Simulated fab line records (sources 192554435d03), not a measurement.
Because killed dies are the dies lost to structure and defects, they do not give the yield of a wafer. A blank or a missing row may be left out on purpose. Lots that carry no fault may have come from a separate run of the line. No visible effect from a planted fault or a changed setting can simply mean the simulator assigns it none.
8D (eight disciplines) problem report, filled in by code ; flow n5_finfet ; the parts of the form that need people (team, actions taken, sign-off) are left out

1. THE PROBLEM
Wafers without a fault read 161.9 s, standard deviation 0.42; run_length_s at N5_BEOL_M9_CVD_78 reads a mean of 223.2 s on 2 wafers belonging to 2 lots. That is +99 or more standard deviations from the usual mean.
The step: deposits Co from CCTBA/H2, target thk 2 nm, time 138.9 s.
Seen first at day 15 03:17 on cvd_co-01, wafer L507.3. At this step, 34 wafers from 12 lots have a number in the record. Rule for "out" (also "out of limits"): further than 4 standard deviations from the usual mean. Any other wafer with a number is counted as sound.

2. WHAT IT IS; WHAT IT IS NOT
question;is;is not
which readings at this step;run_length_s;-
which lots;L507, L508;L486, L488, L490, L491, L493, L494, L495, L496, L498, L509
which wafers of those lots;L507.3, L508.3;L507.6, L508.4, L508.6
read on which tools;cvd_co-01;cvd_co-02
when;from day 15 03:17;"up to then (27 sound wafers); but 5 sound wafers of L508, L509 came after"

3. SUSPECTS, AND WHAT RULES EACH OUT
Counting: if a tool at a process step up to the reading ran every lot that is out, it stays a suspect. Sound lots after the first of them don't rule it out here, since some wafers of a struck lot are sound.
- cvd_co-01 at N5_BEOL_M9_CVD_78 (deposits Co from CCTBA/H2, target thk 2 nm, time 138.9 s): kept. It ran every lot that is out, first L507 (day 15 03:17); its last sound lot up to then is L494 (day 11 10:12). On those wafers its own readings are out: run_length_s.
Remaining after the count: cvd_co-01 at N5_BEOL_M9_CVD_78.

4. THE CAUSE (what the simulator had put in)
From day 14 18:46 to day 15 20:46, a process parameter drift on cvd_co-01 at N5_BEOL_M9_CVD_78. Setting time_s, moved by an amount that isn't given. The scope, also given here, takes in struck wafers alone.
This tool alone remained once counting was done.

5. THE CHAIN OF EFFECTS, in route order
Each row: a reading whose mean over the struck wafers that have a number lies more than 3 standard deviations from the usual. Scope: only readings with a usual standard deviation given in the record; hours: median across lots of the time from each lot's start at the first step in this table that gives one to its start at this step; sigmas: change in usual standard deviations.
hours;step;reading;usual;on struck wafers;change;sigmas
0;N5_BEOL_M9_CVD_78;run_length_s;161.9 s;223.2;+61.2;+99 or more
Process steps it contains:
- N5_BEOL_M9_CVD_78: deposits Co from CCTBA/H2, target thk 2 nm, time 138.9 s.

6. WHAT WOULD HAVE CAUGHT IT SOONER
In this record no reading fell out of limits until day 15 03:17, 9 hours after the fault had begun at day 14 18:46.
